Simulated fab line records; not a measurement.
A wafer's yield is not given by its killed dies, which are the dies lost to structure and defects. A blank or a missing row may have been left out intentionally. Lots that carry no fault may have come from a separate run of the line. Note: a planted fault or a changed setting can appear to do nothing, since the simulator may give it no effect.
fab line records | flow n5Finfet
record: lots: 8 | wafers: 24 | lastDay: 17
route steps=1938 shown BEOL_M9@1423
lots that met no fault: taken from a fault-free run of the same line
startH: the number of hours between the record's first day and the start of the first shown wafer of the lot | waitH: hours from the lot's prior step to this one | " repeats the value in the row above | L1.1+2: one row covering several wafers at once | - either no value or no given start | * or withheld: withheld | < > ~ a bound
route shown NAME@n: NAME is a module with steps in the file, n the number in the route of the first one | usual: mean/standard deviation taken from wafers without a fault | same: alike in all rows | chamber/n: place in a boat | sites: each site's reading | _std_site: the standard deviation of these | _edge_site: the outer-site mean with the inner-site mean subtracted | radiusMm: for every site, how far away it sits from the centre of the wafer | mask NAME#n: copy n | behind: tool/chamber where the wafer was last shaped | hold: reason for holding the lot/hours on hold/outcome of the hold | device: whichever transistor did not switch (one of n, p or np) | end of line: the same wafers' tests at the end of the route | a step with no rows: only its recipe | killed: not the wafer's yield, but the dies lost to structure and defects at the first sort | map: the dies of a wafer, with x for killed, . for not killed, _ for no die there
set.NAME: the setting that was run; set.NAME@STEP: the one run at that earlier step | model.NAME: the simulator's own value behind a step, which no gauge read
steps of the route over a sample of lots; a table a step, a row a wafer
services: when a tool's chamber went out of use (startH, in hours from the record's first day, below 0 if earlier), for how many hours, and the reason
== steps ==
step: N5_BEOL_M9_STRIP_19
recipe: chemistry: O2 | powerW: 400 | tempC: 40 | pressureMtorr: 30 | rfFrequencyHz: 6e+07 | biasPowerW: 0 | overashFraction: 0.2 | o2FlowSccm: 225
usual: drypumpMotorCurrentA: 5.6/0.5 | oesProductAu: 0.81/0.075 | rfVppV: 3.6/0.62 | showerheadPlenumPTorr: 2.10/0.063 | tempC: 40.00/0.1 | throttleValvePct: 16.59/0.18
lot.wafer | tool       | chamber | startH | waitH | drypumpMotorCurrentA | oesProductAu | rfHoursCounterH | rfVppV | showerheadPlenumPTorr | tempC | throttleValvePct
L722.2    | rieDiel-03 | 1       | 229.08 | 0.1   | 6.6                  | 0.72         | 215             | 3.1    | 2.16                  | 40.09 | 16.76
L722.3    | "          | 3       | "      | "     | 5.8                  | 0.89         | 40              | 3.5    | 2.14                  | 40.03 | 16.54
L722.4    | "          | 3       | "      | "     | 5.7                  | 0.88         | -               | 3.6    | 2.14                  | 39.94 | 16.57
L721.3    | rieDiel-01 | 2       | 229.21 | 0.1   | 4.8                  | 0.81         | 95              | 3.4    | 2.03                  | 39.96 | 16.41
L721.5    | "          | 2       | "      | "     | 4.9                  | 0.82         | -               | 3.7    | 2.03                  | 39.83 | 16.42
L721.6    | "          | 3       | "      | "     | 5.5                  | 0.87         | -               | 4.2    | 2.14                  | 39.89 | 16.58
L726.3    | rieDiel-01 | 0       | 256.55 | 0.1   | 5.8                  | 0.82         | 71              | 4.6    | 2.22                  | 39.88 | 16.76
L726.5    | "          | 2       | "      | "     | 4.9                  | 0.80         | -               | 4.0    | 2.03                  | 39.86 | 16.45
L726.6    | "          | 3       | "      | "     | 5.5                  | 0.86         | -               | 3.9    | 2.13                  | 40.11 | 16.61
L729.1    | rieDiel-02 | 0       | 289.03 | 0.1   | 6.1                  | 0.73         | 179             | 3.1    | 2.17                  | 39.98 | 16.38
L729.2    | "          | 2       | "      | "     | 5.0                  | 0.78         | 116             | 3.6    | 2.02                  | 39.86 | 16.71
L729.6    | "          | 3       | "      | "     | 4.9                  | 0.96         | -               | 5.3    | 2.14                  | 40.14 | 16.46
L732.1    | rieDiel-02 | 3       | 298.03 | 0.1   | 4.9                  | 0.94         | 4               | 3.3    | 2.14                  | 40.18 | 16.47
L732.2    | "          | 1       | "      | "     | 5.8                  | 0.92         | 22              | 2.9    | 2.05                  | 40.12 | 16.69
L732.3    | "          | 0       | "      | "     | 6.1                  | 0.73         | 183             | 3.5    | 2.17                  | 39.95 | 16.38
L735.2    | rieDiel-03 | 0       | 307.90 | 0.2   | 5.7                  | 0.89         | 53              | 3.9    | 2.05                  | 40.17 | 16.20
L735.3    | "          | 1       | "      | "     | 6.6                  | 0.70         | 242             | 3.2    | 2.15                  | 39.88 | 16.81
L735.6    | "          | 3       | "      | "     | 5.8                  | 0.85         | -               | 4.7    | 2.13                  | 40.15 | 16.61
L740.2    | rieDiel-03 | 2       | 344.08 | 0.2   | 6.4                  | 0.81         | 88              | 3.6    | 2.20                  | 40.08 | 16.52
L740.4    | "          | 2       | "      | "     | 6.4                  | 0.81         | -               | 4.0    | 2.20                  | 40.16 | 16.54
L740.5    | "          | 3       | "      | "     | 5.7                  | 0.83         | -               | 4.8    | 2.13                  | 39.84 | 16.64
L741.1    | rieDiel-02 | 3       | 348.60 | 0.1   | 4.9                  | 0.90         | 19              | 3.6    | 2.13                  | 40.06 | 16.49
L741.3    | "          | 2       | "      | "     | 5.1                  | 0.76         | 131             | 2.9    | 2.02                  | 40.03 | 16.74
L741.6    | "          | 2       | "      | "     | 5.1                  | 0.76         | -               | 3.1    | 2.02                  | 40.13 | 16.75
step: N5_BEOL_M9_CD_MEAS_18
recipe: pitchNm: 140 | targetCdNm: 70
usual: cdNm: 70.0/0.53
lot.wafer | tool     | chamber | startH | waitH | cdNm
L722.2    | cdSem-01 | -       | 229.15 | 0.1   | 70.1
L722.3    | "        | -       | "      | "     | 69.7
L722.4    | "        | -       | "      | "     | 69.6
L721.3    | cdSem-03 | -       | 229.29 | 0.1   | 70.1
L721.5    | "        | -       | "      | "     | 70.1
L721.6    | "        | -       | "      | "     | 69.8
L726.3    | cdSem-01 | -       | 256.62 | 0.1   | 68.6
L726.5    | "        | -       | "      | "     | 69.7
L726.6    | "        | -       | "      | "     | 70.0
L729.1    | cdSem-02 | -       | 289.10 | 0.0   | 68.7
L729.2    | "        | -       | "      | "     | 69.7
L729.6    | "        | -       | "      | "     | 69.3
L732.1    | cdSem-03 | -       | 298.10 | 0.0   | 69.6
L732.2    | "        | -       | "      | "     | 70.2
L732.3    | "        | -       | "      | "     | 69.9
L735.2    | cdSem-02 | -       | 307.97 | 0.1   | 69.8
L735.3    | "        | -       | "      | "     | 69.2
L735.6    | "        | -       | "      | "     | 68.6
L740.2    | cdSem-02 | -       | 344.15 | 0.1   | 70.0
L740.4    | "        | -       | "      | "     | 69.9
L740.5    | "        | -       | "      | "     | 69.4
L741.1    | cdSem-03 | -       | 348.67 | 0.0   | 70.2
L741.3    | "        | -       | "      | "     | 70.3
L741.6    | "        | -       | "      | "     | 70.5
step: N5_BEOL_M9_ETCH_76
recipe: chemistry: N2/H2 | target: underlayer | targetDepthA: 65 | maskMaterial: CAR-EUV | timeS: 5.2 | ionEnergyEv: 200 | pressureMtorr: 30 | sourceW: 840 | biasW: 150 | n2FlowSccm: 200 | h2FlowSccm: 200 | ends: cleared
usual: drypumpMotorCurrentA: 5.7/0.5 | etchRfOnTimeS: 5.16/0.091 | oesProductAu: 0.69/0.052 | rfFwdPowerW: 819.2/2.6 | rfVppV: 524.3/2.2 | showerheadPlenumPTorr: 2.56/0.078 | throttleValvePct: 17.73/0.18
lot.wafer | tool       | chamber | startH | waitH | drypumpMotorCurrentA | etchRfOnTimeS | oesProductAu | rfFwdPowerW | rfHoursCounterH | rfVppV | showerheadPlenumPTorr | throttleValvePct
L722.2    | rieDiel-03 | 3       | 229.61 | 0.0   | 5.7                  | 5.00          | 0.77         | 818.4       | 40              | 525.0  | 2.59                  | 17.72
L722.3    | "          | 1       | "      | "     | 6.6                  | 5.28          | 0.61         | 817.0       | 215             | 525.4  | 2.62                  | 17.94
L722.4    | "          | 0       | "      | "     | 5.7                  | 5.28          | 0.77         | 819.6       | -               | 522.8  | 2.49                  | 17.33
L721.3    | rieDiel-03 | 1       | 230.04 | 0.0   | 6.6                  | 5.27          | 0.61         | 817.6       | 215             | 525.5  | 2.62                  | 17.91
L721.5    | "          | 3       | "      | "     | 5.7                  | 5.12          | 0.76         | 816.8       | -               | 524.8  | 2.59                  | 17.72
L721.6    | "          | 1       | "      | "     | 6.6                  | 5.35          | 0.61         | 817.1       | -               | 528.0  | 2.62                  | 17.90
L726.3    | rieDiel-03 | 2       | 259.72 | 0.0   | 6.4                  | 5.17          | 0.71         | 819.1       | 60              | 526.0  | 2.70                  | 17.74
L726.5    | "          | 2       | "      | "     | 6.4                  | 5.20          | 0.72         | 821.4       | -               | 528.8  | 2.71                  | 17.74
L726.6    | "          | 1       | "      | "     | 6.6                  | 5.24          | 0.61         | 823.0       | -               | 525.6  | 2.61                  | 17.93
L729.1    | rieDiel-01 | 0       | 291.57 | 0.0   | 5.8                  | 5.18          | 0.69         | 816.0       | 81              | 527.1  | 2.67                  | 17.90
L729.2    | "          | 2       | "      | "     | 4.9                  | 5.03          | 0.69         | 816.2       | 114             | 520.0  | 2.45                  | 17.55
L729.6    | "          | 2       | "      | "     | 4.9                  | 5.02          | 0.69         | 823.4       | -               | 520.9  | 2.45                  | 17.53
L732.1    | rieDiel-03 | 0       | 300.13 | 0.0   | 5.7                  | 5.21          | 0.74         | 818.3       | 51              | 520.6  | 2.48                  | 17.36
L732.2    | "          | 1       | "      | "     | 6.6                  | 5.22          | 0.59         | 822.0       | 239             | 523.8  | 2.61                  | 17.97
L732.3    | "          | 3       | "      | "     | 5.7                  | 5.01          | 0.73         | 819.1       | 63              | 524.2  | 2.58                  | 17.78
L735.2    | rieDiel-03 | 3       | 308.55 | 0.0   | 5.7                  | 5.03          | 0.73         | 820.3       | 65              | 523.1  | 2.58                  | 17.77
L735.3    | "          | 1       | "      | "     | 6.6                  | 5.27          | 0.60         | 821.0       | 242             | 526.5  | 2.61                  | 17.98
L735.6    | "          | 0       | "      | "     | 5.6                  | 5.31          | 0.74         | 820.2       | -               | 522.7  | 2.48                  | 17.34
L740.2    | rieDiel-01 | 3       | 345.07 | 0.0   | 5.5                  | 5.29          | 0.70         | 818.8       | 86              | 526.1  | 2.56                  | 17.75
L740.4    | "          | 1       | "      | "     | 5.7                  | 5.15          | 0.63         | 818.6       | 189             | 523.4  | 2.53                  | 17.89
L740.5    | "          | 1       | "      | "     | 5.7                  | 5.13          | 0.63         | 819.6       | -               | 521.9  | 2.53                  | 17.88
L741.1    | rieDiel-02 | 2       | 349.62 | 0.0   | 5.1                  | 5.15          | 0.65         | 818.4       | 132             | 521.9  | 2.45                  | 17.93
L741.3    | "          | 0       | "      | "     | 6.1                  | 5.16          | 0.62         | 817.5       | 199             | 524.0  | 2.64                  | 17.70
L741.6    | "          | 2       | "      | "     | 5.1                  | 5.17          | 0.66         | 821.4       | -               | 521.6  | 2.45                  | 17.90
step: N5_BEOL_M9_TRENCH_ETCH_37
recipe: chemistry: C4F6/O2 | targetDepthA: 1514.3 | target: SiCOH_lowk | timeS: 49 | ionEnergyEv: 250 | pressureMtorr: 30 | sourceW: 345 | biasW: 185 | Ar_flow_sccm: 300 | C4F6_flow_sccm: 10 | O2_flow_sccm: 10
usual: drypumpMotorCurrentA: 5.7/0.5 | mfcArSccm: 300.1/0.98 | oes_f_703_au: 0.81/0.058 | oes_o_777_au: 0.81/0.061 | oesProductAu: 0.81/0.062 | rfFwdPowerW: 341.8/1.6 | rfVppV: 668/5.1 | showerheadPlenumPTorr: 2.86/0.083 | throttleValvePct: 20.83/0.2
lot.wafer | tool       | chamber | startH | waitH | drypumpMotorCurrentA | mfcArSccm | oes_f_703_au | oes_o_777_au | oesProductAu | rfFwdPowerW | rfHoursCounterH | rfVppV | showerheadPlenumPTorr | throttleValvePct
L722.2    | rieDiel-03 | 3       | 229.86 | -     | 5.7                  | 299.8     | 0.90         | 0.91         | 0.89         | 343.0       | 40              | 667    | 2.89                  | 20.79
L722.3    | "          | 1       | "      | "     | 6.6                  | 301.8     | 0.72         | 0.72         | 0.71         | 342.2       | 215             | 666    | 2.92                  | 20.96
L722.4    | "          | 0       | "      | "     | 5.6                  | 298.2     | 0.88         | 0.90         | 0.90         | 342.4       | -               | 674    | 2.79                  | 20.40
L721.3    | rieDiel-03 | 1       | 230.28 | -     | 6.6                  | 300.4     | 0.71         | 0.72         | 0.71         | 341.5       | 215             | 668    | 2.92                  | 20.98
L721.5    | "          | 3       | "      | "     | 5.8                  | 300.0     | 0.90         | 0.91         | 0.90         | 343.6       | -               | 667    | 2.89                  | 20.80
L721.6    | "          | 1       | "      | "     | 6.6                  | 300.4     | 0.71         | 0.71         | 0.71         | 341.5       | -               | 664    | 2.92                  | 20.97
L726.3    | rieDiel-03 | 2       | 259.97 | -     | 6.4                  | 300.8     | 0.84         | 0.84         | 0.84         | 342.9       | 61              | 659    | 3.00                  | 20.77
L726.5    | "          | 2       | "      | "     | 6.4                  | 301.0     | 0.85         | 0.83         | 0.84         | 341.7       | -               | 660    | 3.00                  | 20.76
L726.6    | "          | 1       | "      | "     | 6.6                  | 299.8     | 0.71         | 0.71         | 0.71         | 341.8       | -               | 666    | 2.92                  | 20.99
L729.1    | rieDiel-01 | 0       | 291.82 | -     | 5.8                  | 300.0     | 0.81         | 0.81         | 0.80         | 342.2       | 81              | 667    | 3.00                  | 21.11
L729.2    | "          | 2       | "      | "     | 4.8                  | 299.3     | 0.80         | 0.81         | 0.80         | 340.3       | 114             | 665    | 2.74                  | 20.65
L729.6    | "          | 2       | "      | "     | 4.8                  | 299.3     | 0.80         | 0.80         | 0.79         | 341.2       | -               | 663    | 2.74                  | 20.63
L732.1    | rieDiel-03 | 0       | 300.38 | -     | 5.6                  | 302.1     | 0.86         | 0.87         | 0.86         | 340.5       | 51              | 671    | 2.78                  | 20.44
L732.2    | "          | 1       | "      | "     | 6.6                  | 298.5     | 0.56         | 0.57         | 0.66         | 278.3       | 239             | 737    | 2.91                  | 20.98
L732.3    | "          | 3       | "      | "     | 5.7                  | 299.0     | 0.87         | 0.87         | 0.85         | 341.2       | 63              | 668    | 2.88                  | 20.83
L735.2    | rieDiel-03 | 3       | 308.80 | -     | 5.7                  | 300.8     | 0.88         | 0.88         | 0.85         | 341.0       | 65              | 668    | 2.88                  | 20.87
L735.3    | "          | 1       | "      | "     | 6.6                  | 299.4     | 0.56         | 0.57         | 0.66         | 279.4       | 242             | 738    | 2.91                  | 21.00
L735.6    | "          | 0       | "      | "     | 5.7                  | 300.7     | 0.86         | 0.86         | 0.87         | 343.7       | -               | 673    | 2.78                  | 20.45
L740.2    | rieDiel-01 | 3       | 345.32 | -     | 5.5                  | 300.0     | 0.80         | 0.80         | 0.83         | 339.8       | 86              | 679    | 2.88                  | 20.94
L740.4    | "          | 1       | "      | "     | 5.7                  | 298.2     | 0.74         | 0.73         | 0.75         | 342.6       | 189             | 670    | 2.83                  | 20.93
L740.5    | "          | 1       | "      | "     | 5.7                  | 297.8     | 0.74         | 0.74         | 0.74         | 342.6       | -               | 670    | 2.83                  | 20.93
L741.1    | rieDiel-02 | 2       | 349.87 | -     | 5.0                  | 298.5     | 0.77         | 0.76         | 0.76         | 340.4       | 132             | 660    | 2.75                  | 21.05
L741.3    | "          | 0       | "      | "     | 6.1                  | 301.2     | 0.73         | 0.74         | 0.72         | 338.7       | 199             | 666    | 2.92                  | 20.57
L741.6    | "          | 2       | "      | "     | 5.0                  | 299.4     | 0.77         | 0.76         | 0.77         | 342.6       | -               | 659    | 2.75                  | 21.04
step: N5_BEOL_M9_OCD_MEAS_38
usual: trenchDepthNm: 152.2/2.1
lot.wafer | tool   | chamber | startH | waitH | trenchDepthNm
L722.2    | ocd-01 | -       | 230.03 | -     | 155.3
L722.3    | "      | -       | "      | "     | 148.8
L722.4    | "      | -       | "      | "     | 149.0
L721.3    | ocd-02 | -       | 230.46 | -     | 149.4
L721.5    | "      | -       | "      | "     | 156.1
L721.6    | "      | -       | "      | "     | 148.9
L726.3    | ocd-02 | -       | 260.15 | -     | 151.4
L726.5    | "      | -       | "      | "     | 152.7
L726.6    | "      | -       | "      | "     | 151.3
L729.1    | ocd-02 | -       | 291.99 | -     | 150.8
L729.2    | "      | -       | "      | "     | 154.2
L729.6    | "      | -       | "      | "     | 152.8
L732.1    | ocd-02 | -       | 300.55 | -     | 147.0
L732.2    | "      | -       | "      | "     | 135.5
L732.3    | "      | -       | "      | "     | 150.5
L735.2    | ocd-02 | -       | 308.97 | -     | 152.5
L735.3    | "      | -       | "      | "     | 136.8
L735.6    | "      | -       | "      | "     | 149.4
L740.2    | ocd-01 | -       | 345.50 | -     | 153.6
L740.4    | "      | -       | "      | "     | 153.9
L740.5    | "      | -       | "      | "     | 153.2
L741.1    | ocd-02 | -       | 350.05 | -     | 150.8
L741.3    | "      | -       | "      | "     | 151.3
L741.6    | "      | -       | "      | "     | 151.6
step: N5_BEOL_M9_THK_MEAS_53
recipe: thkMeasGauge: xrf | reads: Cu_of_BEOL_M9_ECD_50
usual: M9_THK: 142.0/2.5
lot.wafer | tool         | chamber | startH | waitH | M9_THK[nm]
L722.2    | filmMetro-01 | -       | 232.68 | -     | 145.6
L722.3    | "            | -       | "      | "     | 140.2
L722.4    | "            | -       | "      | "     | 140.3
L721.3    | filmMetro-02 | -       | 233.24 | -     | 139.7
L721.5    | "            | -       | "      | "     | 148.6
L721.6    | "            | -       | "      | "     | 140.4
L726.3    | filmMetro-01 | -       | 262.60 | -     | 143.0
L726.5    | "            | -       | "      | "     | 143.4
L726.6    | "            | -       | "      | "     | 141.6
L729.1    | filmMetro-02 | -       | 295.67 | -     | 139.4
L729.2    | "            | -       | "      | "     | 144.1
L729.6    | "            | -       | "      | "     | 142.7
L732.1    | filmMetro-01 | -       | 302.92 | -     | 137.4
L732.2    | "            | -       | "      | "     | 123.1
L732.3    | "            | -       | "      | "     | 139.5
L735.2    | filmMetro-02 | -       | 313.15 | -     | 143.8
L735.3    | "            | -       | "      | "     | 126.6
L735.6    | "            | -       | "      | "     | 138.5
L740.2    | filmMetro-02 | -       | 348.40 | -     | 142.0
L740.4    | "            | -       | "      | "     | 141.7
L740.5    | "            | -       | "      | "     | 141.4
L741.1    | filmMetro-02 | -       | 354.34 | -     | 139.6
L741.3    | "            | -       | "      | "     | 137.8
L741.6    | "            | -       | "      | "     | 141.6
step: N5_BEOL_M9_RS_MEAS_57
recipe: thkMeasGauge: four-point-probe | reads: Cu_of_BEOL_M9_ECD_50+Co_of_BEOL_M9_CVD_78+TaN_of_BEOL_M9_ALD_74
usual: M9_RS: 0.1503/0.0027
lot.wafer | tool         | chamber | startH | waitH | M9_RS[ohm/sq]
L722.2    | filmMetro-02 | -       | 232.82 | 0.1   | 0.1456
L722.3    | "            | -       | "      | "     | 0.1527
L722.4    | "            | -       | "      | "     | 0.1528
L721.3    | filmMetro-02 | -       | 233.37 | 0.1   | 0.1535
L721.5    | "            | -       | "      | "     | 0.1440
L721.6    | "            | -       | "      | "     | 0.1543
L726.3    | filmMetro-02 | -       | 262.73 | 0.1   | 0.1497
L726.5    | "            | -       | "      | "     | 0.1484
L726.6    | "            | -       | "      | "     | 0.1510
L729.1    | filmMetro-01 | -       | 295.81 | 0.1   | 0.1525
L729.2    | "            | -       | "      | "     | 0.1484
L729.6    | "            | -       | "      | "     | 0.1497
L732.1    | filmMetro-01 | -       | 303.06 | 0.1   | 0.1548
L732.2    | "            | -       | "      | "     | 0.1754
L732.3    | "            | -       | "      | "     | 0.1525
L735.2    | filmMetro-01 | -       | 313.28 | 0.1   | 0.1494
L735.3    | "            | -       | "      | "     | 0.1717
L735.6    | "            | -       | "      | "     | 0.1561
L740.2    | filmMetro-01 | -       | 348.54 | 0.1   | 0.1499
L740.4    | "            | -       | "      | "     | 0.1494
L740.5    | "            | -       | "      | "     | 0.1495
L741.1    | filmMetro-02 | -       | 354.47 | 0.1   | 0.1520
L741.3    | "            | -       | "      | "     | 0.1531
L741.6    | "            | -       | "      | "     | 0.1508
== services ==
tool       | chamber | startH | hours | kind
rieDiel-02 | 1       | 210.87 | -     | clean
rieDiel-02 | 1       | 210.87 | -     | consumableReplace:focusRing
rieDiel-02 | 1       | 210.87 | 26.1  | scheduledDown
rieDiel-02 | 1       | 210.87 | 26.1  | ventCycle
rieDiel-03 | 3       | 214.67 | 3.1   | repair
rieDiel-01 | 0       | 216.59 | 1.2   | repair
rieDiel-02 | -       | 219.04 | 0.7   | repair
rieDiel-03 | 2       | 224.91 | 9.3   | repair
rieDiel-03 | 0       | 240.51 | 12.8  | repair
rieDiel-02 | 3       | 256.42 | 2.8   | repair
rieDiel-02 | 3       | 259.42 | -     | clean
rieDiel-02 | 3       | 259.42 | -     | consumableReplace:focusRing
rieDiel-02 | 3       | 259.42 | 25.7  | scheduledDown
rieDiel-02 | 3       | 259.42 | 25.7  | ventCycle
rieDiel-02 | 2       | 267.02 | 6.3   | repair
rieDiel-01 | 0       | 301.30 | 18.0  | repair
rieDiel-01 | 2       | 304.72 | 3.9   | repair
rieDiel-02 | -       | 315.20 | 0.5   | repair
rieDiel-02 | 2       | 334.70 | 5.6   | repair
rieDiel-03 | 1       | 340.21 | -     | clean
rieDiel-03 | 1       | 340.21 | -     | consumableReplace:focusRing
rieDiel-03 | 1       | 340.21 | 20.5  | scheduledDown
rieDiel-03 | 1       | 340.21 | 20.5  | ventCycle
rieDiel-03 | -       | 349.76 | 2.8   | pm
== key ==
firstSign: step: N5_BEOL_M9_TRENCH_ETCH_37 | reading: rfFwdPowerW | direction: down | sigmas: 39 | usual: * | struck: *
effect: step: N5_BEOL_M9_TRENCH_ETCH_37 | reading: rfVppV | direction: up | sigmas: 14 | usual: 668 | struck: 737
effect: step: N5_BEOL_M9_OCD_MEAS_38 | reading: trenchDepthNm | direction: down | sigmas: 7.8 | usual: 152.2 | struck: 136.1
effect: step: N5_BEOL_M9_THK_MEAS_53 | reading: M9_THK | direction: down | sigmas: 6.8 | usual: 142.0 | struck: 124.8
effect: step: N5_BEOL_M9_RS_MEAS_57 | reading: M9_RS | direction: up | sigmas: 8.5 | usual: 0.1503 | struck: 0.1735
metAt N5_BEOL_M9_TRENCH_ETCH_37
struckLots L732,L735
struckWafers L732.2,L735.3
notActingAt N5_BEOL_M9_STRIP_19,N5_BEOL_M9_CD_MEAS_18,N5_BEOL_M9_ETCH_76
onsetBetween 259.97 300.38
fault: kind: processParameterDrift | tool: rieDiel-03 | chamber: 1 | onsetH: 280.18 | steps: N5_BEOL_M9_TRENCH_ETCH_37 | channel: sourceW | offset: -62.1 | shape: step | endH: 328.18 | actsIn: theseRecipesOnly | stated: 345
